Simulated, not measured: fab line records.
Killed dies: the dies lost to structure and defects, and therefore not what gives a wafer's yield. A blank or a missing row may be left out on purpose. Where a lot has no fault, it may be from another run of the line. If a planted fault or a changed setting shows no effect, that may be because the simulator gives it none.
What tool caused it? | flow n5Finfet | 11 lots, 33 wafers sampled, at 3 steps of a route of 1938

== WHAT THE GAUGES SHOWED, per wafer ==
N5_BEOL_M9_INSPECT_13: inspects for defects (brightfield).
lot  | measured     | on               | rawDefectCount
L075 | day 10 03:47 | defectInspect-02 | 454 553 486
L076 | day 10 10:26 | defectInspect-02 | 381 640 471
L078 | day 10 23:37 | defectInspect-01 | 576 592 490
L082 | day 12 06:35 | defectInspect-02 | 529 438 376
L084 | day 12 10:41 | defectInspect-01 | 337 295 373
L086 | day 13 06:40 | defectInspect-01 | 402 485 451
L088 | day 13 12:44 | defectInspect-01 | 359 431 306
L090 | day 14 05:57 | defectInspect-02 | 459 661 546
L094 | day 14 22:12 | defectInspect-01 | 329 446 528
L096 | day 15 11:38 | defectInspect-02 | 373 382 478
L091 | day 16 02:11 | defectInspect-02 | 425 357 334

== TOOL THAT RAN EACH LOT (tool first, then ch and the chambers of the sampled wafers, then the start) ==
lot  | N5_BEOL_M8_CURE_74           | N5_BEOL_M8_ETCH_72
L075 | uvCure-03 ch 0, day 9 16:11  | rieDiel-01 ch 0,2,3, day 9 22:44
L076 | uvCure-03 ch 1, day 10 00:09 | rieDiel-04 ch 1,2,3, day 10 03:33
L078 | uvCure-01 ch 1, day 10 14:17 | rieDiel-04 ch 2,3, day 10 18:05
L082 | uvCure-03 ch 1, day 11 20:01 | rieDiel-02 ch 1,2,3, day 12 00:58
L084 | uvCure-02 ch 2, day 12 00:38 | rieDiel-04 ch 0,1,2, day 12 04:07
L086 | uvCure-03 ch 2, day 12 17:58 | rieDiel-02 ch 0,2, day 13 00:09
L088 | uvCure-02 ch 1, day 12 23:35 | rieDiel-02 ch 0,1,3, day 13 06:34
L090 | uvCure-03 ch 2, day 13 20:29 | rieDiel-02 ch 0,1,3, day 13 23:58
L094 | uvCure-01 ch 0, day 14 13:28 | rieDiel-02 ch 0,1,2, day 14 16:44
L096 | uvCure-02 ch 2, day 14 23:31 | rieDiel-04 ch 1,3, day 15 05:17
L091 | uvCure-02 ch 1, day 15 17:01 | rieDiel-01 ch 0,2,3, day 15 20:38
- N5_BEOL_M8_CURE_74: cures SiCOH lowk, time 240 s.
- N5_BEOL_M8_ETCH_72: etches underlayer in N2/H2, target depth 6.5 nm, time 5.2 s.

== THE ANSWER, worked out from the rows above alone ==
Rule: what is usual is taken from the lots themselves. The widest of any qualifying gaps counts: lots, ordered by their means at a reading, are off when they make up no more than a third of the lots, leave a main group of 4 or more, and stand apart from it by 3 or more times the standard deviation of that group's means. A main group is skipped when, at the precision printed for the reading in the tables above, its means are all equal. A lot without any number at a reading at which 4 lots or more have one is off too. All remaining lots with rows at the step are treated as sound.
None of the lots is off at any reading shown; this tells nothing.

== WHAT THE SIMULATOR HAD PUT IN ==
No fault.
